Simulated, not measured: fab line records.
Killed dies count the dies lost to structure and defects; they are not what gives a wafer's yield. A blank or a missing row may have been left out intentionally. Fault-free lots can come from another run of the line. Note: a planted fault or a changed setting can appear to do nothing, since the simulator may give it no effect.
Struck lot and sound lot, side by side ; flow n5_finfet ; 36 steps out of a route of 1938
Sound: wafers L512.1, L512.4, L512.5. Struck: wafer L524.6 (left out: L524.5, a lot-mate that was not struck); the cause follows at the end.
Each step with rows lists, per side, the tool, then ch with its chambers, then its first start. Under that, the readings that differ: sound wafers ; struck wafers ; difference of the means ; sigmas: that difference in standard deviations of wafers without a fault.
alike: words and numbers the same on both sides, and readings whose means are apart by under 2 such deviations; not compared: readings that were withheld, readings missing a value for some wafer, numbers with overlapping values and no deviation given by the record, and bounds like >300 which may hide the same value.
A row with sigmas, a row that says differs or no value, or rows on one side alone: a step with any of these is where the two part. Numbers that have no deviation but don't overlap get no sigmas and don't part them. A reading that every wafer of one side lacks parts them only if that side has two wafers or more.

first, 9 steps without rows for these wafers: N5_BEOL_M4_ANNEAL_95 (time 240 s); N5_BEOL_M4_SPUTTER_96 (material Cu, target thk 4.5 nm, time 8.29 s); N5_BEOL_M4_ECD_50 (material Cu, target thk 300 nm); N5_BEOL_M4_ANNEAL_51 (time 90 s); N5_BEOL_M4_CMP_52 (polishes, stops on SiOC, t overpolish 6.8 s, target thk 40 nm); N5_BEOL_M4_PRE_CLEAN_60 (time 15 s); N5_BEOL_M4_CO_CAP_55 (material Co, precursor CCTBA/H2, target thk 2 nm, time 102.1 s); N5_BEOL_M4_PRE_CLEAN_56 (time 15 s); N5_BEOL_M4_DEP_57 (deposits SiCN from 3MS/NH3, target thk 8 nm, time 14 s).
N5_BEOL_M4_RC_MEAS_101:
  sound on prober-01 ch 0, day 10 17:10; struck on prober-01 ch 0, day 14 10:28
reading;sound;struck;difference;sigmas
DIBL_N (mV/V);37.4 36.0 35.0;42.9;+6.8;+3
IOFF_N (nA/um);0.19 0.18 0.15;0.49;+0.32;+6
ION_P (uA/um);488 475 473;452;-27;-2
SS_N (mV/dec);71.6 71.2 70.8;78.0;+6.8;+7
  alike: DIBL_P, IOFF_P, ION_N, SS_P, VT_N, VT_P
then, 24 steps without rows for these wafers: N5_BEOL_M5_ILD_DEP_00 (deposits SiCOH lowk from DEMS/porogen, target thk 140.64 nm, time 25.9 s); N5_BEOL_M5_CURE_79 (cures SiCOH lowk, time 240 s); N5_BEOL_M5_PECVD_70 (deposits SiO2 from TEOS/O2, target thk 16 nm, time 18 s); N5_BEOL_M5_HM_DEP_02 (deposits TiN, target thk 20 nm); N5_BEOL_M5_COAT_59 (time 60 s, resist thk 60 nm); N5_BEOL_M5_COAT_60 (time 60 s, resist thk 12 nm); N5_BEOL_M5_COAT_71 (time 60 s, resist thk 5 nm); N5_BEOL_M5_COAT_05 (resist thk 30 nm); N5_BEOL_M5_EBR_07; N5_BEOL_M5_SOFTBAKE_06 (time 60 s); N5_BEOL_M5_EXPOSE_08 (exposes mask M5, target cd 28 nm); N5_BEOL_M5_PEB_09 (peb time 60 s); N5_BEOL_M5_DEVELOP_10 (develop time 30 s); N5_BEOL_M5_DESCUM_16 (chemistry O2, time 7 s); N5_BEOL_M5_ETCH_72 (etches underlayer in N2/H2, target depth 6.5 nm, time 5.2 s); N5_BEOL_M5_ETCH_61 (etches SiARC in CF4, target depth 15.6 nm, time 26 s); N5_BEOL_M5_ETCH_62 (etches SOC in N2/H2, target depth 75 nm, overetch 15 nm, time 112.5 s); N5_BEOL_M5_STRIP_63 (strips in N2/H2); N5_BEOL_M5_STRIP_73 (strips in N2/H2); N5_BEOL_M5_STRIP_64 (strips in CF4); N5_BEOL_M5_HM_OPEN_17 (chemistry Cl2/BCl3, target TiN, target depth 20 nm, overetch 6 nm); N5_BEOL_M5_STRIP_19 (strips in O2); N5_BEOL_M5_COAT_65 (time 60 s, resist thk 60 nm); N5_BEOL_M5_COAT_66 (time 60 s, resist thk 12 nm).
-- a jump in the record: the struck wafers' starts before and after are 4 days apart (it breaks off in module BEOL_M5 and resumes in module PASSIVATION, where the first step shown is number 1936 of the route) --
N5_PASSIVATION_PECVD_01: deposits SiNx from SiH4/NH3/N2, target thk 200 nm, time 43.2 s.
  sound on pecvd-03 ch 1,2, day 14 13:08; struck on pecvd-03 ch 1, day 18 11:11
reading;sound;struck;difference;sigmas
model.SiNx_of_PASSIVATION_PECVD_01.thk_nm (nm);196.6 201.4 201.2;212.8;+13.1;
  alike: heater_power_w, showerhead_plenum_p_Torr, throttle_valve_pct
N5_PASSIVATION_PROBE_49:
  sound: prober-01 at day 14 20:09; struck: prober-02 at day 18 20:37
reading;sound;struck;difference;sigmas
defect_limited_yield (%);91.0 92.5 92.5;82.8;-9.2;-7
killed_at_front_end;42 25 28;56;+24;+2
killed_at_other;0 1 3;81;+80;+25
killed_dies;106 89 89;203;+108;+6
killed_short;36 29 33;52;+19;+3
sort_bin_4_leakage (%);0 0 0;37;+37;+10
sort_bin_5_function (%);4.8 4.4 4.6;12.5;+7.9;+8
sort_n_pass;1074 1091 1091;542;-543;-10
  alike: killed_at_M0_to_M3, killed_at_M4_up, killed_at_contacts, killed_open, sort_bin_6_memory, sort_bin_8_speed

## WHERE THEY PART
Earliest at N5_BEOL_M4_RC_MEAS_101; latest, in this record, at N5_PASSIVATION_PROBE_49.

WHY: what the simulator had put in
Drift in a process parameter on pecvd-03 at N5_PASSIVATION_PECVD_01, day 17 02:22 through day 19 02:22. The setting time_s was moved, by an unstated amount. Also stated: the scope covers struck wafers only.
